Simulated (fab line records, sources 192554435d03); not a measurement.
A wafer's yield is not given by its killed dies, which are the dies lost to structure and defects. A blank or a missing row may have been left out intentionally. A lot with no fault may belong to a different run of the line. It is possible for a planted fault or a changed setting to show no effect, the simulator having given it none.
Matching of chambers / flow n5 finfet / N5_BEOL_M1_ILD_DEP_00 on pecvd-03 has 3 sister chambers
The step deposits SiOC from DEMS/O2, target thk 79 nm, time 15.3 s. 3 wafers are shown with their chamber, then 8 later ones without.

== EACH WAFER AND ITS CHAMBER ==
wafer=L086.4; chamber=1; throttle valve pct (%)=12.6
wafer=L088.6; chamber=2; throttle valve pct (%)=11.2
wafer=L092.2; chamber=0; throttle valve pct (%)=12.2

== WAFERS WHOSE CHAMBER IS MISSING ==
wafer=L092.4; throttle valve pct (%)=12.4
wafer=L092.5; throttle valve pct (%)=11.4
wafer=L095.1; throttle valve pct (%)=12.7
wafer=L095.3; throttle valve pct (%)=12.2
wafer=L095.5; throttle valve pct (%)=12.4
wafer=L096.2; throttle valve pct (%)=12.1
wafer=L096.4; throttle valve pct (%)=12.6
wafer=L096.6; throttle valve pct (%)=11.2

== WHICH CHAMBER EACH ONE RAN IN ==
wafer=L092.4; from the rows above=can't be placed: 1 or 0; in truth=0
wafer=L092.5; from the rows above=2; in truth=2
wafer=L095.1; from the rows above=1; in truth=1
wafer=L095.3; from the rows above=0; in truth=0
wafer=L095.5; from the rows above=can't be placed: 1 or 0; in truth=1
wafer=L096.2; from the rows above=0; in truth=0
wafer=L096.4; from the rows above=1; in truth=1
wafer=L096.6; from the rows above=2; in truth=2
Correctly placed: 6 of 8. Cannot be placed on the basis of these rows: 2; the candidates contain the true chamber in 2. Wrongly placed: 0.
How it was worked out, from the rows above alone: a wafer's distance from a chamber is the root of the sum, over the readings, of the square of ((its reading less the chamber's mean) divided by the reading's scatter). The wafer belongs to the nearest chamber; if the next one is less than 2 further off, it can't be placed. The mean given for a chamber averages the wafers shown for that chamber. The scatter: root of mean squared gap, hidden wafer to nearest shown wafer, with one shown wafer a chamber.
